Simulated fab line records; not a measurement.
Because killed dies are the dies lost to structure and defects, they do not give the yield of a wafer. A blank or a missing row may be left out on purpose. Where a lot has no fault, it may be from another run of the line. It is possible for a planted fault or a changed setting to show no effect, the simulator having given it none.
Which tool did it? ; flow n5-finfet ; 30 wafers sampled from 10 lots at 1 step of a route of 1938

WHAT EACH GAUGE READ, for each wafer
N5_BEOL_M4_RC_MEAS_101. Usual: DIBL_N 35.4 mV/V, standard deviation 2.1; DIBL_P 34.8 mV/V, standard deviation 2.6; IOFF_N 0.15 nA/um, standard deviation 0.037; IOFF_P 0.19 nA/um, standard deviation 0.037; ION_N 677 uA/um, standard deviation 16; ION_P 462 uA/um, standard deviation 9.3; SS_N 71.4 mV/dec, standard deviation 0.75; SS_P 72.9 mV/dec, standard deviation 0.77; VT_N 250 mV, standard deviation 3.7; VT_P -251 mV, standard deviation 3.5.
lot;measured;on;DIBL_N (mV/V);DIBL_P (mV/V);IOFF_N (nA/um);IOFF_P (nA/um);ION_N (uA/um);ION_P (uA/um);SS_N (mV/dec);SS_P (mV/dec);VT_N (mV);VT_P (mV);flag
L527;day 8 15:54;prober-02;34.8 35.0 33.1;32.0 32.7 30.1;0.13 0.14 0.11;0.19 0.20 0.17;679 682 672;472 478 470;70.9 71.0 70.0;72.6 72.5 72.6;250 249 253;-248 -250 -251;
L532;day 9 10:58;prober-01;34.8 37.2 34.0;33.8 36.0 32.3;0.13 0.16 0.12;0.16 0.18 0.13;664 678 660;456 457 448;71.1 71.7 70.9;73.1 73.2 71.5;251 248 255;-257 -253 -257;
L531;day 9 12:27;prober-02;35.6 33.2 32.8;35.9 32.4 32.0;0.15 0.11 0.11;0.20 0.14 0.15;677 669 647;461 459 454;71.1 70.3 71.4;73.5 71.7 72.9;253 255 253;-249 -254 -253;
L539;day 11 12:50;prober-01;35.2 35.3 33.4;34.9 34.9 32.1;0.15 0.14 0.12;0.21 0.21 0.17;683 679 674;467 469 462;71.2 71.3 71.4;73.5 73.1 72.2;248 249 254;-248 -249 -250;
L538;day 11 18:20;prober-02;33.6 35.7 34.1;33.6 36.7 34.6;0.15 0.18 0.16;0.20 0.24 0.22;688 682 700;480 469 479;70.6 71.7 71.4;72.4 72.5 72.1;246 248 246;-248 -248 -250;
L541;day 11 20:48;prober-02;38.6 33.9 39.1;39.2 33.0 38.8;0.20 0.12 0.18;0.24 0.15 0.23;681 668 672;474 460 464;72.1 71.0 71.7;73.5 72.4 73.8;248 252 251;-249 -255 -251;
L543;day 12 05:58;prober-01;33.1 32.3 33.5;32.2 31.9 33.4;0.11 0.11 0.13;0.15 0.15 0.16;662 682 668;448 472 456;69.8 70.4 71.0;71.9 73.0 72.7;252 253 251;-255 -253 -251;
L544;day 12 19:44;prober-01;33.2 36.7 34.9;32.4 37.0 35.9;0.11 0.16 0.14;0.15 0.20 0.20;670 692 669;451 469 463;70.2 71.6 70.1;72.3 73.0 73.3;255 251 251;-254 -251 -251;
L546;day 13 15:20;prober-01;35.9 39.2 35.8;34.1 39.1 33.8;0.13 0.20 0.13;0.15 0.22 0.14;656 709 668;449 469 445;71.6 72.2 71.5;72.8 74.6 73.2;255 245 254;-254 -253 -261;
L547;day 13 15:49;prober-01;40.6 38.2 36.6;40.7 37.9 36.7;0.28 0.23 0.18;0.31 0.25 0.22;709 708 702;480 479 478;73.2 72.2 72.0;74.6 73.6 73.9;241 244 246;-246 -245 -247;

TOOL THAT RAN EACH LOT (tool first, then ch and the chambers of the sampled wafers, then the start)
There is no process step in the record ahead of these readings.

WHAT THE TOOLS THEMSELVES READ (means of the sampled wafers that have a number; where no wafer has one, the mark that the record gives instead)
The record holds no such reading with a usual standard deviation.

THE ANSWER, worked out from the rows above alone
Rule: a lot counts as off when the mean over its wafers that have a number is more than 3 standard deviations away from the usual mean. A lot without any number at a reading at which 4 lots or more have one is off too. The other lots that the step has rows for count as sound. Order of review: gauges by route order, followed by the tools' own readings, for which a lot's mean as printed above is used. At the first step where some lot is off, the reading lying furthest off is the one used; lots without a number count as furthest.
No lot is off on any of the readings shown, so nothing can be concluded from this.

WHAT THE SIMULATOR HAD INSERTED
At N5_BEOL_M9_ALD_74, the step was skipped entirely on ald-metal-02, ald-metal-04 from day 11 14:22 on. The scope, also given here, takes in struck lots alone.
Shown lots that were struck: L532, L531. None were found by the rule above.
